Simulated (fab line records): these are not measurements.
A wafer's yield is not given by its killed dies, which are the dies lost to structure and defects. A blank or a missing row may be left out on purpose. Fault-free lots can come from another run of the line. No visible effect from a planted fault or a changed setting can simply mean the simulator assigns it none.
Which of the tools did it? | flow n5 finfet | 72 wafers from 24 lots sampled at 6 of the route's 1938 steps

## WHAT THE GAUGES READ, wafer by wafer
The record holds no reading of a measuring or inspecting step that can be judged against a usual standard deviation.

## TOOL THAT RAN EACH LOT (tool first, then ch and the chambers of the sampled wafers, then the start)
lot  | N5_BEOL_M4_ETCH_70                 | N5_BEOL_M4_ETCH_41                            | N5_BEOL_M4_ANNEAL_49         | N5_BEOL_M4_ANNEAL_87         | N5_BEOL_M5_ILD_DEP_00           | N5_BEOL_M5_DESCUM_16
L075 | rie diel-05 ch 0,1,3, day 8 04:32  | rie diel-05 ch 0,1,3, day 8 06:54 or earlier  | pvd sputter-01, day 8 06:54  | pvd sputter-01, day 8 07:34  | pecvd-01 ch 1,2, day 8 10:38    | rie diel-01 ch 0,3, day 8 12:35
L076 | rie diel-05 ch 0,1,3, day 8 08:34  | rie diel-05 ch 0,1,3, day 8 10:04 or earlier  | pvd sputter-03, day 8 10:04  | pvd sputter-03, day 8 10:44  | pecvd-02 ch 0,2, day 8 13:53    | rie diel-02 ch 1,3, day 8 15:12
L077 | rie diel-03 ch 1,3, day 8 08:38    | rie diel-03 ch 1,3, day 8 09:52 or earlier    | pvd sputter-01, day 8 09:52  | pvd sputter-01, day 8 10:31  | pecvd-02 ch 0,2, day 8 13:36    | rie diel-02 ch 1,2,3, day 8 14:59
L074 | rie diel-03 ch 1,2,3, day 8 13:15  | rie diel-03 ch 1,2,3, day 8 14:48 or earlier  | pvd sputter-03, day 8 14:48  | pvd sputter-03, day 8 15:28  | pecvd-02 ch 0,1, day 8 18:33    | rie diel-01 ch 2,3, day 8 23:31
L079 | rie diel-06 ch 0,2,3, day 8 22:19  | rie diel-06 ch 0,2,3, day 9 00:17 or earlier  | pvd sputter-02, day 9 00:17  | pvd sputter-02, day 9 01:02  | pecvd-02 ch 0,1,2, day 9 04:43  | rie diel-04 ch 0,3, day 9 07:04
L078 | rie diel-03 ch 0,3, day 9 00:50    | rie diel-03 ch 0,3, day 9 02:38 or earlier    | pvd sputter-03, day 9 02:38  | pvd sputter-03, day 9 03:18  | pecvd-03 ch 0,1,2, day 9 06:27  | rie diel-04 ch 0,1,2, day 9 10:32
L080 | rie diel-03 ch 1,2,3, day 9 01:43  | rie diel-03 ch 1,2,3, day 9 03:21 or earlier  | pvd sputter-01, day 9 03:21  | pvd sputter-01, day 9 04:01  | pecvd-03 ch 1,2, day 9 07:09    | rie diel-01 ch 0,2,3, day 9 11:06
L081 | rie diel-03 ch 1,2,3, day 9 09:12  | rie diel-03 ch 1,2,3, day 9 10:35 or earlier  | pvd sputter-03, day 9 10:35  | pvd sputter-03, day 9 11:15  | pecvd-01 ch 1,2, day 9 14:20    | rie diel-01 ch 0,1, day 9 16:53
L082 | rie diel-06 ch 0,1,3, day 9 21:59  | rie diel-06 ch 0,1,3, day 9 23:39 or earlier  | pvd sputter-03, day 9 23:39  | pvd sputter-03, day 10 00:19 | pecvd-02 ch 1,2, day 10 03:24   | rie diel-02 ch 0,1,2, day 10 06:04
L083 | rie diel-05 ch 0,1,3, day 10 04:01 | rie diel-05 ch 0,1,3, day 10 05:55 or earlier | pvd sputter-02, day 10 05:55 | pvd sputter-02, day 10 06:34 | pecvd-03 ch 0,2, day 10 09:41   | rie diel-04 ch 1,2,3, day 10 11:46
L084 | rie diel-05 ch 0,1,3, day 10 10:05 | rie diel-05 ch 0,1,3, day 10 11:21 or earlier | pvd sputter-02, day 10 11:21 | pvd sputter-02, day 10 12:01 | pecvd-02 ch 0,1, day 10 15:05   | rie diel-01 ch 0,1,3, day 10 18:12
L085 | rie diel-03 ch 0,3, day 10 21:31   | rie diel-03 ch 0,3, day 10 22:58 or earlier   | pvd sputter-01, day 10 22:58 | pvd sputter-01, day 10 23:38 | pecvd-02 ch 1,2, day 11 02:44   | rie diel-02 ch 0,1, day 11 05:19
L086 | rie diel-03 ch 0,3, day 10 21:58   | rie diel-03 ch 0,3, day 10 23:30 or earlier   | pvd sputter-03, day 10 23:30 | pvd sputter-03, day 11 00:10 | pecvd-02 ch 1,2, day 11 03:16   | rie diel-04 ch 0,3, day 11 05:29
L087 | rie diel-03 ch 0,1,2, day 11 04:35 | rie diel-03 ch 0,1,2, day 11 07:28 or earlier | pvd sputter-02, day 11 07:28 | pvd sputter-02, day 11 08:07 | pecvd-03 ch 0,1, day 11 11:49   | rie diel-01 ch 0,1,2, day 11 14:25
L088 | rie diel-05 ch 2,3, day 11 13:22   | rie diel-05 ch 2,3, day 11 14:42 or earlier   | pvd sputter-01, day 11 14:42 | pvd sputter-01, day 11 15:22 | pecvd-03 ch 0,1, day 11 18:29   | rie diel-02 ch 0,2,3, day 11 20:43
L089 | rie diel-05 ch 2,3, day 11 13:52   | rie diel-05 ch 2,3, day 11 16:50 or earlier   | pvd sputter-02, day 11 16:50 | pvd sputter-02, day 11 17:29 | pecvd-03 ch 0,1, day 11 20:47   | rie diel-02 ch 0,3, day 11 22:28
L091 | rie diel-03 ch 0,3, day 11 22:11   | rie diel-03 ch 0,3, day 12 00:28 or earlier   | pvd sputter-03, day 12 00:28 | pvd sputter-03, day 12 01:07 | pecvd-02 ch 0,1, day 12 04:13   | rie diel-04 ch 0,1,2, day 12 06:16
L090 | rie diel-03 ch 0,3, day 12 03:17   | rie diel-03 ch 0,3, day 12 05:23 or earlier   | pvd sputter-02, day 12 05:23 | pvd sputter-02, day 12 06:08 | pecvd-03 ch 0,1, day 12 09:20   | rie diel-01 ch 0,1,3, day 12 14:13
L092 | rie diel-06 ch 2,3, day 12 09:17   | rie diel-06 ch 2,3, day 12 12:29 or earlier   | pvd sputter-01, day 12 12:29 | pvd sputter-01, day 12 13:09 | pecvd-01 ch 0,1,2, day 12 16:23 | rie diel-01 ch 0,1,2, day 12 18:46
L094 | rie diel-03 ch 0,2,3, day 12 15:42 | rie diel-03 ch 0,2,3, day 12 17:04 or earlier | pvd sputter-02, day 12 17:04 | pvd sputter-02, day 12 17:44 | pecvd-03 ch 0,2, day 12 20:49   | rie diel-01 ch 2,3, day 12 23:05
L093 | rie diel-06 ch 0,1,3, day 12 15:49 | rie diel-06 ch 0,1,3, day 12 17:11 or earlier | pvd sputter-03, day 12 17:11 | pvd sputter-03, day 12 17:50 | pecvd-02 ch 1,2, day 12 20:57   | rie diel-02 ch 0,2,3, day 12 23:35
L095 | rie diel-05 ch 1,2,3, day 13 06:40 | rie diel-05 ch 1,2,3, day 13 08:03 or earlier | pvd sputter-01, day 13 08:03 | pvd sputter-01, day 13 08:43 | pecvd-01 ch 0,1, day 13 12:23   | rie diel-02 ch 0,1, day 13 14:08
L096 | rie diel-03 ch 1,2,3, day 13 09:26 | rie diel-03 ch 1,2,3, day 13 11:19 or earlier | pvd sputter-01, day 13 11:19 | pvd sputter-01, day 13 11:59 | pecvd-02 ch 1,2, day 13 15:04   | rie diel-02 ch 1,2, day 13 16:22
L097 | rie diel-05 ch 0,2,3, day 13 09:35 | rie diel-05 ch 0,2,3, day 13 11:23 or earlier | pvd sputter-02, day 13 11:23 | pvd sputter-02, day 13 12:02 | pecvd-02 ch 0,1,2, day 13 15:08 | rie diel-01 ch 1,3, day 13 16:32
- N5_BEOL_M4_ETCH_70: etches SOC in N2/H2, target depth 80 nm, overetch 24 nm, time 130 s.
- N5_BEOL_M4_ETCH_41: etches SiCN in CH3F/O2, target depth 29.9 nm, time 52.5 s.
- N5_BEOL_M4_ANNEAL_49: time 240 s.
- N5_BEOL_M4_ANNEAL_87: time 240 s.
- N5_BEOL_M5_ILD_DEP_00: deposits SiCOH lowk from DEMS/porogen, target thk 140.64 nm, time 25.9 s.
- N5_BEOL_M5_DESCUM_16: chemistry O2, time 7 s.

## AS READ BY THE TOOLS THEMSELVES (means over the sampled wafers that have a number; for cases with no such wafer, the mark the record gives instead)
N5_BEOL_M4_ETCH_70.
lot  | tool        | drypump motor current A (A) | oes product au (a.u.) | rf vpp V (V) | showerhead plenum p Torr (Torr) | throttle valve pct (%)
L075 | rie diel-05 | 5.7                         | 0.60                  | 524.2        | 2.53                            | 17.79
L076 | rie diel-05 | 5.7                         | 0.60                  | 523.7        | 2.53                            | 17.79
L077 | rie diel-03 | 5.8                         | 0.63                  | 523.4        | 2.53                            | 17.85
L074 | rie diel-03 | 5.7                         | 0.61                  | 524.2        | 2.58                            | 17.94
L079 | rie diel-06 | 4.9                         | 0.63                  | 524.6        | 2.57                            | 17.76
L078 | rie diel-03 | 5.8                         | 0.58                  | 524.9        | 2.59                            | 18.18
L080 | rie diel-03 | 5.7                         | 0.61                  | 524.1        | 2.58                            | 17.95
L081 | rie diel-03 | 5.7                         | 0.61                  | 522.8        | 2.57                            | 17.95
L082 | rie diel-06 | 5.3                         | 0.54                  | 525.0        | 2.56                            | 17.89
L083 | rie diel-05 | 5.7                         | 0.59                  | 523.4        | 2.52                            | 17.82
L084 | rie diel-05 | 5.7                         | 0.58                  | 523.9        | 2.52                            | 17.82
L085 | rie diel-03 | 6.0                         | 0.69                  | 523.3        | 2.54                            | 17.90
L086 | rie diel-03 | 5.8                         | 0.69                  | 524.9        | 2.59                            | 17.92
L087 | rie diel-03 | 6.0                         | 0.65                  | 522.5        | 2.52                            | 17.82
L088 | rie diel-05 | 5.7                         | 0.52                  | 522.0        | 2.48                            | 18.10
L089 | rie diel-05 | 5.7                         | 0.52                  | 522.2        | 2.48                            | 18.09
L091 | rie diel-03 | 6.0                         | 0.67                  | 524.1        | 2.54                            | 17.92
L090 | rie diel-03 | 6.0                         | 0.67                  | 523.7        | 2.54                            | 17.92
L092 | rie diel-06 | 4.8                         | 0.55                  | 524.7        | 2.56                            | 17.94
L094 | rie diel-03 | 5.9                         | 0.64                  | 524.3        | 2.57                            | 17.94
L093 | rie diel-06 | 5.3                         | 0.61                  | 524.5        | 2.55                            | 17.78
L095 | rie diel-05 | 5.3                         | 0.53                  | 523.5        | 2.49                            | 17.95
L096 | rie diel-03 | 5.7                         | 0.63                  | 524.3        | 2.56                            | 17.88
L097 | rie diel-05 | 5.6                         | 0.54                  | 522.2        | 2.45                            | 17.95

N5_BEOL_M4_ETCH_41.
lot  | tool        | drypump motor current A (A) | mfc ar sccm (sccm) | oes product au (a.u.) | rf vpp V (V) | showerhead plenum p Torr (Torr) | throttle valve pct (%)
L075 | rie diel-05 | 5.7                         | 149.5              | 0.81                  | 297.3        | 1.99                            | 16.32
L076 | rie diel-05 | 5.7                         | 149.9              | 0.81                  | 297.0        | 1.99                            | 16.33
L077 | rie diel-03 | 5.8                         | 150.1              | 0.85                  | 296.8        | 1.97                            | 16.24
L074 | rie diel-03 | 5.7                         | 149.9              | 0.84                  | 297.3        | 2.00                            | 16.22
L079 | rie diel-06 | 4.9                         | 150.1              | 0.84                  | 298.4        | 2.03                            | 16.29
L078 | rie diel-03 | 5.8                         | 149.9              | 0.79                  | 298.0        | 2.01                            | 16.49
L080 | rie diel-03 | 5.7                         | 150.0              | 0.84                  | 298.2        | 2.00                            | 16.23
L081 | rie diel-03 | 5.7                         | 150.4              | 0.83                  | 297.6        | 2.00                            | 16.24
L082 | rie diel-06 | 5.3                         | 150.2              | 0.73                  | 298.3        | 2.04                            | 16.52
L083 | rie diel-05 | 5.7                         | 149.8              | 0.79                  | 297.2        | 1.99                            | 16.35
L084 | rie diel-05 | 5.7                         | 149.6              | 0.79                  | 296.9        | 1.98                            | 16.36
L085 | rie diel-03 | 6.0                         | 150.2              | 0.91                  | 297.4        | 2.00                            | 16.31
L086 | rie diel-03 | 5.8                         | 150.3              | 0.93                  | 298.2        | 2.01                            | 16.20
L087 | rie diel-03 | 6.0                         | 149.6              | 0.89                  | 296.5        | 1.98                            | 16.22
L088 | rie diel-05 | 5.7                         | 149.8              | 0.69                  | 296.0        | 1.95                            | 16.55
L089 | rie diel-05 | 5.7                         | 150.6              | 0.69                  | 296.4        | 1.95                            | 16.54
L091 | rie diel-03 | 6.0                         | 150.3              | 0.90                  | 297.2        | 1.99                            | 16.33
L090 | rie diel-03 | 6.0                         | 150.1              | 0.90                  | 296.0        | 1.99                            | 16.33
L092 | rie diel-06 | 4.8                         | 149.8              | 0.74                  | 298.1        | 2.04                            | 16.58
L094 | rie diel-03 | 5.9                         | 150.5              | 0.87                  | 297.9        | 2.00                            | 16.23
L093 | rie diel-06 | 5.3                         | 149.8              | 0.82                  | 298.0        | 2.03                            | 16.40
L095 | rie diel-05 | 5.3                         | 149.8              | 0.72                  | 296.1        | 1.96                            | 16.43
L096 | rie diel-03 | 5.7                         | 150.1              | 0.85                  | 297.1        | 1.99                            | 16.14
L097 | rie diel-05 | 5.6                         | 149.9              | 0.73                  | 296.2        | 1.94                            | 16.52

N5_BEOL_M4_ANNEAL_49.
lot  | tool           | heater power w (W)
L075 | pvd sputter-01 | 845
L076 | pvd sputter-03 | 797
L077 | pvd sputter-01 | 798
L074 | pvd sputter-03 | 869
L079 | pvd sputter-02 | 798
L078 | pvd sputter-03 | 863
L080 | pvd sputter-01 | 794
L081 | pvd sputter-03 | 805
L082 | pvd sputter-03 | 805
L083 | pvd sputter-02 | 842
L084 | pvd sputter-02 | 810
L085 | pvd sputter-01 | 849
L086 | pvd sputter-03 | 883
L087 | pvd sputter-02 | 867
L088 | pvd sputter-01 | 778
L089 | pvd sputter-02 | 860
L091 | pvd sputter-03 | 787
L090 | pvd sputter-02 | 804
L092 | pvd sputter-01 | 804
L094 | pvd sputter-02 | 864
L093 | pvd sputter-03 | 863
L095 | pvd sputter-01 | 784
L096 | pvd sputter-01 | 791
L097 | pvd sputter-02 | 873

N5_BEOL_M4_ANNEAL_87.
lot  | tool           | heater power w (W)
L075 | pvd sputter-01 | 850
L076 | pvd sputter-03 | 806
L077 | pvd sputter-01 | 817
L074 | pvd sputter-03 | 875
L079 | pvd sputter-02 | 784
L078 | pvd sputter-03 | 866
L080 | pvd sputter-01 | 790
L081 | pvd sputter-03 | 803
L082 | pvd sputter-03 | 797
L083 | pvd sputter-02 | 840
L084 | pvd sputter-02 | 811
L085 | pvd sputter-01 | 847
L086 | pvd sputter-03 | 869
L087 | pvd sputter-02 | 866
L088 | pvd sputter-01 | 785
L089 | pvd sputter-02 | 856
L091 | pvd sputter-03 | 796
L090 | pvd sputter-02 | 801
L092 | pvd sputter-01 | 809
L094 | pvd sputter-02 | 853
L093 | pvd sputter-03 | 857
L095 | pvd sputter-01 | 807
L096 | pvd sputter-01 | 799
L097 | pvd sputter-02 | 895

N5_BEOL_M5_ILD_DEP_00.
lot  | tool     | heater power w (W) | showerhead plenum p Torr (Torr) | throttle valve pct (%)
L075 | pecvd-01 | 297                | 5.749                           | 13.4
L076 | pecvd-02 | 298                | 5.761                           | 13.0
L077 | pecvd-02 | 254                | 5.753                           | 13.4
L074 | pecvd-02 | 276                | 5.764                           | 13.5
L079 | pecvd-02 | 285                | 5.758                           | 13.5
L078 | pecvd-03 | 301                | 5.755                           | 14.0
L080 | pecvd-03 | 339                | 5.746                           | 13.5
L081 | pecvd-01 | 275                | 5.752                           | 13.4
L082 | pecvd-02 | 253                | 5.748                           | 13.8
L083 | pecvd-03 | 265                | 5.749                           | 14.1
L084 | pecvd-02 | 291                | 5.754                           | 13.7
L085 | pecvd-02 | 275                | 5.751                           | 14.0
L086 | pecvd-02 | 265                | 5.745                           | 14.2
L087 | pecvd-03 | 265                | 5.745                           | 14.6
L088 | pecvd-03 | 280                | 5.747                           | 14.4
L089 | pecvd-03 | 279                | 5.754                           | 14.2
L091 | pecvd-02 | 312                | 5.755                           | 13.7
L090 | pecvd-03 | 306                | 5.748                           | 14.4
L092 | pecvd-01 | 286                | 5.742                           | 13.6
L094 | pecvd-03 | 316                | 5.747                           | 13.2
L093 | pecvd-02 | 285                | 5.754                           | 13.9
L095 | pecvd-01 | 293                | 5.739                           | 13.5
L096 | pecvd-02 | 267                | 5.749                           | 13.9
L097 | pecvd-02 | 270                | 5.749                           | 13.9

N5_BEOL_M5_DESCUM_16.
lot  | tool        | drypump motor current A (A) | oes product au (a.u.) | rf vpp V (V) | showerhead plenum p Torr (Torr) | throttle valve pct (%)
L075 | rie diel-01 | 5.5                         | 0.83                  | 243.0        | 2.07                            | 20.18
L076 | rie diel-02 | 5.6                         | 0.73                  | 242.9        | 2.07                            | 20.39
L077 | rie diel-02 | 5.9                         | 0.78                  | 242.8        | 2.13                            | 20.42
L074 | rie diel-01 | 6.5                         | 0.74                  | 242.6        | 2.07                            | 20.20
L079 | rie diel-04 | 6.5                         | 0.77                  | 242.9        | 2.07                            | 20.33
L078 | rie diel-04 | 5.6                         | 0.78                  | 242.9        | 2.11                            | 20.49
L080 | rie diel-01 | 6.1                         | 0.80                  | 242.5        | 2.05                            | 20.15
L081 | rie diel-01 | 5.5                         | 0.88                  | 242.7        | 2.07                            | 20.30
L082 | rie diel-02 | 5.7                         | 0.85                  | 243.7        | 2.13                            | 20.23
L083 | rie diel-04 | 5.8                         | 0.78                  | 242.4        | 2.06                            | 20.43
L084 | rie diel-01 | 5.9                         | 0.82                  | 243.5        | 2.09                            | 20.36
L085 | rie diel-02 | 5.5                         | 0.84                  | 243.5        | 2.10                            | 20.29
L086 | rie diel-04 | 6.3                         | 0.74                  | 243.5        | 2.11                            | 20.43
L087 | rie diel-01 | 6.1                         | 0.83                  | 242.9        | 2.06                            | 20.26
L088 | rie diel-02 | 5.9                         | 0.81                  | 243.9        | 2.15                            | 20.55
L089 | rie diel-02 | 5.9                         | 0.75                  | 242.9        | 2.10                            | 20.80
L091 | rie diel-04 | 5.6                         | 0.76                  | 243.7        | 2.11                            | 20.52
L090 | rie diel-01 | 5.9                         | 0.80                  | 241.5        | 2.08                            | 20.38
L092 | rie diel-01 | 6.1                         | 0.81                  | 241.8        | 2.06                            | 20.28
L094 | rie diel-01 | 6.5                         | 0.73                  | 242.4        | 2.06                            | 20.24
L093 | rie diel-02 | 5.9                         | 0.81                  | 243.6        | 2.14                            | 20.55
L095 | rie diel-02 | 5.5                         | 0.83                  | 243.7        | 2.10                            | 20.31
L096 | rie diel-02 | 5.9                         | 0.81                  | 245.0        | 2.16                            | 20.21
L097 | rie diel-01 | 6.3                         | 0.74                  | 243.5        | 2.09                            | 20.44

## THE ANSWER, worked out from the rows above alone
Rule: the lots themselves supply what counts as usual. The widest of any qualifying gaps counts: lots, ordered by their means at a reading, are off when they make up no more than a third of the lots, leave a main group of 4 or more, and stand apart from it by 3 or more times the standard deviation of that group's means. Not used: any main group whose means are identical at the precision the tables above print for the reading. Also off: a lot with no number at a reading for which 4 or more lots have one. Any other lot the step has rows for is counted as sound. The gauges are gone through in route order, then the tools' own readings, and for those a lot's mean is taken as printed above. The first step at which some lot is off is used, and at that step the reading that is off furthest; a lot without a number counts as furthest.
Across all readings shown, no lot is off: no conclusion can be drawn from this.

## WHAT WAS PUT IN BY THE SIMULATOR
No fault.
